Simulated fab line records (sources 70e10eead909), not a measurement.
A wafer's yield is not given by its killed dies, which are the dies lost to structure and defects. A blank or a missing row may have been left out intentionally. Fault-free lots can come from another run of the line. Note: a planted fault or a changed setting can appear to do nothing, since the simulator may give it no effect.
Which tool is to blame? -- flow nand-harc -- 24 lots with 72 wafers sampled at 3 steps, on a route of 1159 steps

WHAT THE GAUGES READ, wafer by wafer
NHARC_P_CONTACT_CD_MEAS_12 targets a cd of 90 nm.
lot,measured,on,cd-nm (nm)
L074,day 5 10:53,cd-sem-03,90.2 90.2 90.5
L075,day 5 17:52,cd-sem-01,89.8 89.9 89.7
L076,day 6 05:58,cd-sem-03,89.2 89.5 89.7
L077,day 6 05:26,cd-sem-02,91.0 90.0 91.2
L078,day 6 16:05,cd-sem-01,89.9 89.9 89.7
L079,day 6 16:38,cd-sem-02,89.6 90.0 89.7
L080,day 7 08:51,cd-sem-03,90.6 90.0 90.3
L081,day 7 09:57,cd-sem-03,89.7 90.3 89.8
L082,day 7 09:14,cd-sem-01,90.8 89.8 90.5
L083,day 8 00:29,cd-sem-02,90.0 90.2 90.7
L084,day 8 06:17,cd-sem-01,90.9 91.1 90.5
L085,day 8 19:11,cd-sem-02,90.5 90.5 90.0
L086,day 8 19:41,cd-sem-01,89.6 90.5 90.6
L087,day 9 00:20,cd-sem-01,90.4 89.9 89.7
L088,day 9 03:21,cd-sem-03,90.7 90.0 90.4
L089,day 9 02:20,cd-sem-03,90.6 90.8 90.6
L090,day 9 15:16,cd-sem-02,90.1 90.4 90.2
L091,day 9 16:55,cd-sem-02,90.7 90.6 91.7
L092,day 10 09:59,cd-sem-03,90.0 90.9 90.3
L093,day 10 09:50,cd-sem-03,89.8 90.1 90.0
L094,day 10 16:35,cd-sem-02,89.5 90.4 89.4
L095,day 10 15:11,cd-sem-02,90.1 90.4 89.8
L096,day 11 01:01,cd-sem-03,90.0 90.2 90.4
L097,day 11 01:28,cd-sem-03,90.7 89.9 90.7

NHARC_P_M1_INSPECT_11.
lot,measured,on,raw-defect-count
L074,day 5 19:14,defect-inspect-01,2 4 2
L075,day 6 05:23,defect-inspect-02,9 6 5
L076,day 6 19:09,defect-inspect-02,3 1 3
L077,day 6 18:41,defect-inspect-01,6 2 5
L078,day 7 04:04,defect-inspect-02,3 1 1
L079,day 7 04:16,defect-inspect-02,4 3 1
L080,day 8 00:53,defect-inspect-01,5 3 4
L081,day 8 01:43,defect-inspect-02,1 2 4
L082,day 8 01:32,defect-inspect-01,0 1 5
L083,day 8 09:47,defect-inspect-01,0 3 3
L084,day 8 19:26,defect-inspect-02,3 0 0
L085,day 9 03:30,defect-inspect-01,3 7 8
L086,day 9 04:14,defect-inspect-01,2 3 2
L087,day 9 16:02,defect-inspect-01,4 0 4
L088,day 9 16:42,defect-inspect-01,3 2 0
L089,day 9 16:33,defect-inspect-01,2 0 6
L090,day 9 23:59,defect-inspect-01,2 3 2
L091,day 10 01:43,defect-inspect-01,4 5 7
L092,day 10 22:38,defect-inspect-02,9 12 7
L093,day 10 22:16,defect-inspect-01,9 4 6
L094,day 11 02:43,defect-inspect-02,6 1 4
L095,day 10 23:46,defect-inspect-02,7 1 4
L096,day 11 09:40,defect-inspect-02,4 5 2
L097,day 11 10:17,defect-inspect-01,4 3 6

TOOL THAT RAN EACH LOT (tool first, then ch and the chambers of the sampled wafers, then the start)
lot,NHARC_P_ZERO_WELL_DESCUM_26
L074,"rie-diel-07 ch 0,3, day 1 14:45"
L075,"rie-diel-10 ch 0,2,3, day 1 20:51"
L076,"rie-diel-10 ch 1,2, day 2 02:46"
L077,"rie-diel-07 ch 0,1,2, day 2 08:47"
L078,"rie-diel-04 ch 2,3, day 2 14:46"
L079,"rie-diel-04 ch 0,1,3, day 2 20:44"
L080,"rie-diel-10 ch 2,3, day 3 02:29"
L081,"rie-diel-04 ch 0,1,2, day 3 08:39"
L082,"rie-diel-10 ch 0,1,2, day 3 14:41"
L083,"rie-diel-07 ch 2,3, day 3 20:59"
L084,"rie-diel-04 ch 0,1,2, day 4 02:38"
L085,"rie-diel-10 ch 0,2,3, day 4 08:40"
L086,"rie-diel-07 ch 1,2,3, day 4 14:48"
L087,"rie-diel-07 ch 0,3, day 4 20:45"
L088,"rie-diel-07 ch 0,1,2, day 5 02:31"
L089,"rie-diel-04 ch 1,2,3, day 5 08:46"
L090,"rie-diel-10 ch 0,1, day 5 14:38"
L091,"rie-diel-07 ch 0,1, day 5 20:58"
L092,"rie-diel-10 ch 0,1,2, day 6 02:53"
L093,"rie-diel-10 ch 0,1,3, day 6 08:44"
L094,"rie-diel-10 ch 1,2,3, day 6 15:08"
L095,"rie-diel-04 ch 0,1,2, day 6 20:46"
L096,"rie-diel-07 ch 0,2,3, day 7 02:58"
L097,"rie-diel-04 ch 0,1, day 7 08:38"
- NHARC_P_ZERO_WELL_DESCUM_26: chemistry O2, time 3 s.

AS READ BY THE TOOLS THEMSELVES (means over the sampled wafers that have a number; for cases with no such wafer, the mark the record gives instead)
NHARC_P_ZERO_WELL_DESCUM_26.
lot,tool,drypump-motor-current-A (A),oes-product-au (a.u.),rf-vpp-V (V),showerhead-plenum-p-Torr (Torr),throttle-valve-pct (%)
L074,rie-diel-07,5.4,0.989,58.9,1.97,11.301
L075,rie-diel-10,5.6,1.010,58.2,2.00,11.313
L076,rie-diel-10,5.8,1.015,57.9,1.88,11.310
L077,rie-diel-07,5.6,0.997,57.2,1.86,11.310
L078,rie-diel-04,6.4,1.007,56.8,1.86,11.308
L079,rie-diel-04,5.9,0.996,57.3,1.97,11.309
L080,rie-diel-10,5.5,1.010,59.2,2.00,11.309
L081,rie-diel-04,5.8,1.007,57.3,1.99,11.314
L082,rie-diel-10,5.7,1.008,58.2,1.97,11.301
L083,rie-diel-07,5.4,0.998,58.0,1.93,11.323
L084,rie-diel-04,5.8,1.000,58.4,1.99,11.316
L085,rie-diel-10,5.6,1.009,57.7,2.00,11.319
L086,rie-diel-07,5.3,1.004,57.8,1.92,11.308
L087,rie-diel-07,5.5,0.987,57.3,1.97,11.315
L088,rie-diel-07,5.6,1.001,57.7,1.85,11.318
L089,rie-diel-04,6.0,0.993,57.4,1.91,11.313
L090,rie-diel-10,5.8,1.008,58.0,1.88,11.311
L091,rie-diel-07,5.7,0.995,57.2,1.84,11.314
L092,rie-diel-10,5.7,0.999,58.6,1.97,11.321
L093,rie-diel-10,5.7,1.000,57.5,1.90,11.316
L094,rie-diel-10,5.7,1.003,58.3,1.91,11.311
L095,rie-diel-04,5.8,0.997,58.2,1.99,11.317
L096,rie-diel-07,5.6,1.001,57.7,1.92,11.309
L097,rie-diel-04,5.6,1.001,57.8,2.04,11.310

THE ANSWER, worked out from the rows above alone
Rule: the lots themselves supply what counts as usual. The widest of any qualifying gaps counts: lots, ordered by their means at a reading, are off when they make up no more than a third of the lots, leave a main group of 4 or more, and stand apart from it by 3 or more times the standard deviation of that group's means. A main group is skipped when, at the precision printed for the reading in the tables above, its means are all equal. A lot without any number at a reading at which 4 lots or more have one is off too. The other lots that the step has rows for count as sound. Order of review: gauges by route order, followed by the tools' own readings, for which a lot's mean as printed above is used. The first step at which some lot is off is used, and at that step the reading that is off furthest; a lot without a number counts as furthest.
Across all readings shown, no lot is off: no conclusion can be drawn from this.

WHAT HAD BEEN PUT IN BY THE SIMULATOR
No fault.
